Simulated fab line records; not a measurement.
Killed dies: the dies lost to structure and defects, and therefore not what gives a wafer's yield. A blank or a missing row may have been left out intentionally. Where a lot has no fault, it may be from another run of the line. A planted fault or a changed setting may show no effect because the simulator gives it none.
Which tool was responsible? + flow n5 finfet + 27 wafers from 9 lots sampled at 5 of the route's 1938 steps

WHAT THE GAUGES SHOWED, per wafer
N5_MOL_CONTACT_COAG_CD_MEAS_40 targets a cd of 25.1 nm. Usual: cd nm 25.09 nm, standard deviation 0.26.
| lot  | measured     | on        | cd nm (nm)        | flag |
|------|--------------|-----------|-------------------|------|
| L941 | day 5 11:59  | cd sem-02 | 24.73 25.44 25.13 |      |
| L942 | day 5 19:26  | cd sem-03 | 25.07 24.95 25.06 |      |
| L943 | day 6 00:56  | cd sem-02 | 25.15 25.58 25.24 |      |
| L951 | day 7 23:20  | cd sem-01 | 24.90 24.78 25.15 |      |
| L953 | day 8 12:35  | cd sem-01 | 24.97 25.01 24.61 |      |
| L954 | day 8 18:14  | cd sem-03 | 25.18 25.38 25.59 |      |
| L955 | day 9 03:34  | cd sem-01 | 25.10 25.25 25.16 |      |
| L960 | day 10 05:02 | cd sem-01 | 25.11 25.05 25.40 |      |
| L961 | day 10 08:57 | cd sem-02 | 24.99 25.14 24.98 |      |

N5_BEOL_M4_RC_MEAS_101. Usual: DIBL_N 36.0 mV/V, standard deviation 1.7; DIBL_P 36.0 mV/V, standard deviation 2; IOFF_N 0.156 nA/um, standard deviation 0.028; IOFF_P 0.21 nA/um, standard deviation 0.04; ION_N 673 uA/um, standard deviation 12; ION_P 463 uA/um, standard deviation 8.3; SS_N 71.4 mV/dec, standard deviation 0.6; SS_P 73.3 mV/dec, standard deviation 0.66; VT_N 250 mV, standard deviation 3; VT_P -250 mV, standard deviation 3.8.
| lot  | measured     | on        | DIBL_N (mV/V)  | DIBL_P (mV/V)  | IOFF_N (nA/um)    | IOFF_P (nA/um) | ION_N (uA/um) | ION_P (uA/um) | SS_N (mV/dec)  | SS_P (mV/dec)  | VT_N (mV)   | VT_P (mV)      | flag |
|------|--------------|-----------|----------------|----------------|-------------------|----------------|---------------|---------------|----------------|----------------|-------------|----------------|------|
| L941 | day 8 05:31  | prober-01 | 33.3 35.7 35.2 | 32.2 35.4 34.4 | 0.102 0.135 0.136 | 0.17 0.20 0.20 | 653 654 666   | 460 456 459   | 70.6 72.1 71.4 | 72.2 73.7 72.7 | 256 254 254 | -253 -251 -249 |      |
| L942 | day 8 01:18  | prober-02 | 35.8 38.5 35.0 | 35.5 39.1 35.3 | 0.155 0.207 0.146 | 0.16 0.22 0.17 | 674 680 668   | 460 454 454   | 72.5 72.3 70.5 | 73.2 74.7 73.0 | 250 248 248 | -257 -251 -256 |      |
| L943 | day 8 11:33  | prober-02 | 36.9 36.9 34.7 | 36.3 35.9 34.3 | 0.167 0.153 0.123 | 0.18 0.18 0.16 | 677 660 672   | 461 448 457   | 71.3 71.9 70.7 | 73.6 73.7 72.6 | 250 255 254 | -254 -255 -254 |      |
| L951 | day 10 20:08 | prober-01 | 39.2 32.8 35.6 | 38.8 30.8 34.7 | 0.220 0.107 0.146 | 0.28 0.16 0.21 | 699 658 670   | 477 465 463   | 72.1 70.5 71.4 | 74.7 72.3 73.2 | 243 254 252 | -247 -252 -252 |      |
| L953 | day 11 03:14 | prober-01 | 36.4 34.0 35.7 | 37.6 35.2 37.5 | 0.171 0.133 0.155 | 0.28 0.25 0.28 | 694 680 688   | 480 485 480   | 71.3 70.9 71.4 | 73.8 73.3 74.7 | 248 249 248 | -240 -243 -244 |      |
| L954 | day 11 05:07 | prober-01 | 35.5 37.3 37.1 | 34.7 36.9 37.1 | 0.141 0.182 0.174 | 0.20 0.23 0.24 | 656 684 688   | 460 472 467   | 70.8 71.4 71.6 | 73.3 72.7 73.9 | 254 249 249 | -251 -248 -248 |      |
| L955 | day 11 14:01 | prober-02 | 38.0 36.2 33.9 | 39.2 36.7 34.5 | 0.202 0.174 0.133 | 0.22 0.19 0.16 | 691 681 667   | 464 458 457   | 72.0 71.3 70.4 | 74.4 73.9 73.4 | 245 248 251 | -251 -252 -256 |      |
| L960 | day 13 12:47 | prober-01 | 38.1 37.2 38.8 | 38.5 36.4 38.3 | 0.208 0.179 0.202 | 0.24 0.20 0.25 | 692 673 686   | 468 455 466   | 71.7 71.9 72.1 | 73.9 73.5 74.6 | 247 249 246 | -249 -254 -250 |      |
| L961 | day 13 08:37 | prober-02 | 34.3 34.2 34.4 | 34.3 33.8 34.6 | 0.137 0.136 0.143 | 0.20 0.19 0.21 | 671 672 675   | 463 468 472   | 71.6 70.3 70.9 | 73.4 72.6 73.2 | 252 250 249 | -247 -249 -245 |      |

WHAT TOOL EACH LOT RAN ON (gives the tool, then ch and the chambers of the sampled wafers, and finally the start)
| lot  | N5_MOL_CONTACT_COAG_ETCH_47        | N5_MOL_CONTACT_COAG_COAT_64       | N5_MOL_CONTACT_COAG_DESCUM_45      |
|------|------------------------------------|-----------------------------------|------------------------------------|
| L941 | rie diel-03 ch 1,3, day 5 11:26    | litho track-01 ch 0, day 5 11:43  | rie diel-06 ch 0,1,2, day 5 12:07  |
| L942 | rie diel-03 ch 0,3, day 5 18:46    | litho track-03 ch 0, day 5 19:02  | rie diel-01 ch 1,2, day 5 19:34    |
| L943 | rie diel-06 ch 2,3, day 6 00:15    | litho track-01 ch 0, day 6 00:31  | rie diel-01 ch 0,1,2, day 6 01:15  |
| L951 | rie diel-06 ch 0,1,2, day 7 22:44  | litho track-01 ch 0, day 7 23:00  | rie diel-01 ch 1,2, day 7 23:29    |
| L953 | rie diel-03 ch 0,1, day 8 12:02    | litho track-01 ch 0, day 8 12:19  | rie diel-01 ch 2,3, day 8 12:43    |
| L954 | rie diel-06 ch 0,1,3, day 8 17:41  | litho track-03 ch 0, day 8 17:58  | rie diel-03 ch 0,2, day 8 18:22    |
| L955 | rie diel-03 ch 1,2,3, day 9 03:01  | litho track-03 ch 0, day 9 03:17  | rie diel-03 ch 1,2,3, day 9 03:50  |
| L960 | rie diel-03 ch 0,2, day 10 04:22   | litho track-03 ch 0, day 10 04:38 | rie diel-01 ch 0,1, day 10 05:10   |
| L961 | rie diel-06 ch 0,1,2, day 10 08:25 | litho track-04 ch 0, day 10 08:41 | rie diel-03 ch 0,2,3, day 10 09:05 |
- N5_MOL_CONTACT_COAG_ETCH_47: etches SiNx in CH3F/O2, stops on W, target depth 27 nm.
- N5_MOL_CONTACT_COAG_COAT_64: time 60 s, resist thk 10 nm.
- N5_MOL_CONTACT_COAG_DESCUM_45: chemistry O2, time 7 s.

WHAT THE TOOLS THEMSELVES READ (means of the sampled wafers that have a number; where no wafer has one, the mark that the record gives instead)
N5_MOL_CONTACT_COAG_ETCH_47. Usual: O2_flow_sccm 20.00 sccm, standard deviation 0.069; drypump motor current A 5.8 A, standard deviation 0.44; etch rf on time s 31.1 s, standard deviation 0.63; oes product au 0.72 a.u., standard deviation 0.084; rf vpp V 296 V, standard deviation 4.6; showerhead plenum p Torr 2.02 Torr, standard deviation 0.052; throttle valve pct 16.38 %, standard deviation 0.25.
| lot  | tool        | O2_flow_sccm (sccm) | drypump motor current A (A) | etch rf on time s (s) | oes product au (a.u.) | rf vpp V (V) | showerhead plenum p Torr (Torr) | throttle valve pct (%) | flag |
|------|-------------|---------------------|-----------------------------|-----------------------|-----------------------|--------------|---------------------------------|------------------------|------|
| L941 | rie diel-03 | 20.01               | 5.8                         | 31.3                  | 0.70                  | 291          | 1.97                            | 16.29                  |      |
| L942 | rie diel-03 | 20.08               | 5.8                         | 31.8                  | 0.61                  | 297          | 2.02                            | 16.63                  |      |
| L943 | rie diel-06 | 19.90               | 5.7                         | 30.6                  | 0.67                  | 294          | 2.01                            | 16.63                  |      |
| L951 | rie diel-06 | 19.98               | 5.5                         | 31.0                  | 0.71                  | 301          | 2.10                            | 16.41                  |      |
| L953 | rie diel-03 | 20.06               | 6.0                         | 31.1                  | 0.79                  | 295          | 1.99                            | 16.35                  |      |
| L954 | rie diel-06 | 19.96               | 5.6                         | 30.7                  | 0.72                  | 299          | 2.07                            | 16.42                  |      |
| L955 | rie diel-03 | 20.05               | 5.7                         | 30.6                  | 0.80                  | 292          | 1.98                            | 16.18                  |      |
| L960 | rie diel-03 | 19.89               | 5.5                         | 31.9                  | 0.77                  | 296          | 2.03                            | 16.34                  |      |
| L961 | rie diel-06 | 20.01               | 5.6                         | 31.4                  | 0.77                  | 301          | 2.09                            | 16.25                  |      |

N5_MOL_CONTACT_COAG_COAT_64. Usual: exhaust pa 45.0 Pa, standard deviation 0.95; spin speed rpm 1500.0 rpm, standard deviation 1.
| lot  | tool           | exhaust pa (Pa) | spin speed rpm (rpm) | flag |
|------|----------------|-----------------|----------------------|------|
| L941 | litho track-01 | 46.0            | 1500.8               |      |
| L942 | litho track-03 | 44.9            | 1501.1               |      |
| L943 | litho track-01 | 43.7            | 1500.4               |      |
| L951 | litho track-01 | 43.8            | 1446.4               | OFF  |
| L953 | litho track-01 | 45.6            | 1445.7               | OFF  |
| L954 | litho track-03 | 45.7            | 1499.4               |      |
| L955 | litho track-03 | 45.2            | 1500.2               |      |
| L960 | litho track-03 | 45.3            | 1499.2               |      |
| L961 | litho track-04 | 45.8            | 1499.4               |      |

N5_MOL_CONTACT_COAG_DESCUM_45. Usual: drypump motor current A 5.8 A, standard deviation 0.45; oes product au 0.82 a.u., standard deviation 0.097; rf vpp V 243.4 V, standard deviation 1.2; showerhead plenum p Torr 2.10 Torr, standard deviation 0.051; throttle valve pct 20.40 %, standard deviation 0.25.
| lot  | tool        | drypump motor current A (A) | oes product au (a.u.) | rf vpp V (V) | showerhead plenum p Torr (Torr) | throttle valve pct (%) | flag |
|------|-------------|-----------------------------|-----------------------|--------------|---------------------------------|------------------------|------|
| L941 | rie diel-06 | 5.6                         | 0.82                  | 246.3        | 2.19                            | 20.38                  |      |
| L942 | rie diel-01 | 5.7                         | 0.77                  | 242.6        | 2.08                            | 20.35                  |      |
| L943 | rie diel-01 | 6.1                         | 0.76                  | 243.5        | 2.11                            | 20.41                  |      |
| L951 | rie diel-01 | 6.0                         | 0.81                  | 243.5        | 2.09                            | 20.18                  |      |
| L953 | rie diel-01 | 5.4                         | 0.70                  | 242.9        | 2.06                            | 20.60                  |      |
| L954 | rie diel-03 | 5.5                         | 0.90                  | 244.4        | 2.13                            | 20.41                  |      |
| L955 | rie diel-03 | 5.7                         | 0.90                  | 243.1        | 2.07                            | 20.28                  |      |
| L960 | rie diel-01 | 6.5                         | 0.87                  | 243.6        | 2.12                            | 20.09                  |      |
| L961 | rie diel-03 | 5.6                         | 0.89                  | 243.4        | 2.10                            | 20.31                  |      |

THE ANSWER, worked out from the rows above alone
Rule: a lot is off if the mean of its wafers that have a number lies more than 3 standard deviations from the usual mean. Also off: a lot with no number at a reading for which 4 or more lots have one. The other lots that the step has rows for count as sound. Order of review: gauges by route order, followed by the tools' own readings, for which a lot's mean as printed above is used. The first step at which some lot is off is used, and at that step the reading that is off furthest; a lot without a number counts as furthest.
Off: L951, L953 (N5_MOL_CONTACT_COAG_COAT_64, spin speed rpm).
A tool fits if, at that step or a process step before it, it ran every lot that is off, and no sound lot after the first of them. One fits: litho track-01 at N5_MOL_CONTACT_COAG_COAT_64. Its last sound lot is L943 (day 6 00:31), its first lot that is off L951 (day 7 23:00): a fault that began between those two fits.
The tool's own readings at N5_MOL_CONTACT_COAG_COAT_64 bear it out: on the lots that are off they differ by more than 5 times the standard deviation of the sound lots' means. spin speed rpm reads 1446.1 rpm there against 1500.1 rpm on the sound lots.

WHAT THE SIMULATOR PUT IN
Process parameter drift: litho track-01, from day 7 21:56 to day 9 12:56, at N5_MOL_CONTACT_COAG_COAT_64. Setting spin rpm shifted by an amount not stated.
Struck lots among those shown: L951, L953. The rule above found the same.
